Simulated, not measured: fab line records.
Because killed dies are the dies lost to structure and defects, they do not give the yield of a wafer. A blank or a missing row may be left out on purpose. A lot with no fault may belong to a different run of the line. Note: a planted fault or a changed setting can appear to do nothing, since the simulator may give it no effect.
Problem report, 8D (eight disciplines) form, completed by code | flow n5Finfet | the parts of the form that need people (team, actions taken, sign-off) are left out

1. THE ISSUE
Mean of rfFwdPowerW at N5_PASSIVATION_ETCH_54: 805.9 W across 3 wafers in 2 lots; on wafers with no fault it is 649.3 W (standard deviation 1.8). Measured from the usual mean, that is +87 standard deviations.
The step: etches SiO2 in CHF3/O2, target depth 880 nm, time 440 s.
First observed at day 15 04:02: wafer L128.1, on rieDiel-01. At this step, 18 wafers from 6 lots have a number in the record. Rule for "out" (also "out of limits"): further than 4 standard deviations from the usual mean. Any other wafer with a number is counted as sound.

2. WHAT IT IS AND WHAT IT IS NOT
question                    | is                     | is not
which readings at this step | rfFwdPowerW, rfVppV    | O2_flow_sccm, drypumpMotorCurrentA, oesProductAu, showerheadPlenumPTorr, throttleValvePct
which lots                  | L127, L128             | L116, L129, L135, L138
which wafers of those lots  | L127.3, L128.1, L128.6 | L127.1, L127.4, L128.2
read on which tools         | rieDiel-01             | rieDiel-02, rieDiel-06
when                        | from day 15 04:02      | up to then (4 sound wafers); but 11 sound wafers of L127, L129, L135, L138 came after

3. WHAT RULES OUT EACH SUSPECT
Counting: a tool at a process step up to the reading stays a suspect if it ran every lot that is out. Sound lots after the first of them don't rule it out here, since some wafers of a struck lot are sound.
- rieDiel-01 at N5_PASSIVATION_DESCUM_46 (chemistry O2, time 7.9 s): kept. Ran every lot that is out, first one L128 (day 15 03:46); last sound lot up to then L116 (day 12 02:22).
- rieDiel-01 at N5_PASSIVATION_PASS_ETCH_47 (etches SiNx in CF4/O2, target depth 770 nm, time 385 s): kept. Ran every lot that is out, first one L128 (day 15 03:48); last sound lot up to then L116 (day 12 02:24).
- rieDiel-01 at N5_PASSIVATION_ETCH_54 (etches SiO2 in CHF3/O2, target depth 880 nm, time 440 s): kept. Ran every lot that is out, first one L128 (day 15 04:02); last sound lot up to then L116 (day 12 02:38). Its own rfFwdPowerW, rfVppV readings are out on those wafers.
- At N5_PASSIVATION_DESCUM_46, inside rieDiel-01: chamber 0 took the wafers that are out, while their sound lot-mates went through chambers 1, 3.
- At N5_PASSIVATION_PASS_ETCH_47, inside rieDiel-01: chamber 0 took the wafers that are out, while their sound lot-mates went through chambers 1, 3.
- At N5_PASSIVATION_ETCH_54, inside rieDiel-01: chamber 0 took the wafers that are out, while their sound lot-mates went through chambers 1, 3.
rieDiel-01 at N5_PASSIVATION_DESCUM_46, rieDiel-01 at N5_PASSIVATION_PASS_ETCH_47 and rieDiel-01 at N5_PASSIVATION_ETCH_54 are what is left after counting.

4. THE CAUSE (what the simulator had put in)
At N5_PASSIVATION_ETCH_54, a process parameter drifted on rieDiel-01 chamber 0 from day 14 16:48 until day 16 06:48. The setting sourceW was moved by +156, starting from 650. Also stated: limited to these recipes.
Counting left 3 suspects, and this tool is among them.

5. SEQUENCE OF EFFECTS, ordered by route
Each row: a reading where the mean over the struck wafers with a number is more than 3 standard deviations away from the usual. Only readings for which the record gives a usual standard deviation are gone through. hours: the time from each lot's start at the first step in this table that gives one to its start at this step, as a median over the lots. sigmas: the change in usual standard deviations.
hours | step                   | reading     | usual   | on struck wafers | change | sigmas
0     | N5_PASSIVATION_ETCH_54 | rfFwdPowerW | 649.3 W | 805.9            | +156.6 | +87
0     | N5_PASSIVATION_ETCH_54 | rfVppV      | 522 V   | 463              | -59    | -14
Its process steps:
- N5_PASSIVATION_ETCH_54: etches SiO2 in CHF3/O2, target depth 880 nm, time 440 s.

6. WHAT WOULD HAVE CAUGHT IT SOONER
In this record no reading fell out of limits until day 15 04:02, 11 hours after the fault had begun at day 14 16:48.
